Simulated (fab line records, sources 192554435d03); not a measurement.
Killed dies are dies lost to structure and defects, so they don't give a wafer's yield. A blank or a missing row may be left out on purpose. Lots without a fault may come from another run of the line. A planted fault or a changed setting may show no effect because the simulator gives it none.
Chamber matching | flow n5_finfet | N5_ILD0_CMP_07 on cmp-04: 4 sister chambers
The step polishes SiO2 flowable, stops on poly-Si, t overpolish 1.18 s, target thk 138.88 nm. 8 wafers are shown with their chamber, then 11 later ones without.

WAFERS WITH THEIR CHAMBER
wafer  | chamber | motor_current_A (A) | retaining_ring_pressure_frac
L077.4 | 0       | 10.4                | 0.999
L081.2 | 0       | 9.9                 | 1.012
L090.3 | 1       | 13.9                | 0.989
L090.6 | 3       | 13.4                | 0.997
L092.1 | 2       | 12.9                | 0.992
L092.2 | 1       | 13.0                | 0.995
L092.5 | 3       | 12.0                | 1.002
L093.3 | 2       | 13.6                | 0.999

WAFERS WITHOUT THEIR CHAMBER
wafer  | motor_current_A (A) | retaining_ring_pressure_frac
L093.5 | 13.1                | 1.006
L093.6 | 13.7                | 0.991
L095.2 | 13.1                | 1.001
L095.5 | 14.1                | 0.993
L095.6 | 10.1                | 1.006
L096.4 | 12.1                | 0.994
L096.5 | 10.1                | 1.008
L096.6 | 13.6                | 1.002
L097.2 | 13.4                | 1.008
L097.3 | 13.1                | 0.998
L097.6 | 12.8                | 0.994

WHICH CHAMBER EACH WENT THROUGH
wafer  | from the rows above          | in truth
L093.5 | can't be placed: 3 or 2 or 1 | 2
L093.6 | can't be placed: 1 or 2 or 3 | 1
L095.2 | can't be placed: 3 or 2 or 1 | 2
L095.5 | can't be placed: 1 or 2 or 3 | 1
L095.6 | 0                            | 0
L096.4 | can't be placed: 3 or 2 or 1 | 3
L096.5 | 0                            | 0
L096.6 | can't be placed: 2 or 3 or 1 | 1
L097.2 | can't be placed: 3 or 2 or 1 | 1
L097.3 | can't be placed: 2 or 3 or 1 | 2
L097.6 | can't be placed: 2 or 3 or 1 | 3
Placed correctly: 2 of 11. Can't be placed from these rows: 9 (the true chamber is among the candidates in 9). Placed wrongly: 0.
How it was worked out, from the rows above alone: a wafer's distance from a chamber is the root of the sum, over the readings, of the square of ((its reading less the chamber's mean) divided by the reading's scatter). The wafer belongs to the nearest chamber; if the next one is less than 2 further off, it can't be placed. A chamber's mean is the mean of its shown wafers. The scatter: the root of (the sum of the squares of (reading less its chamber's mean) over the shown wafers, divided by (wafers less chambers)).
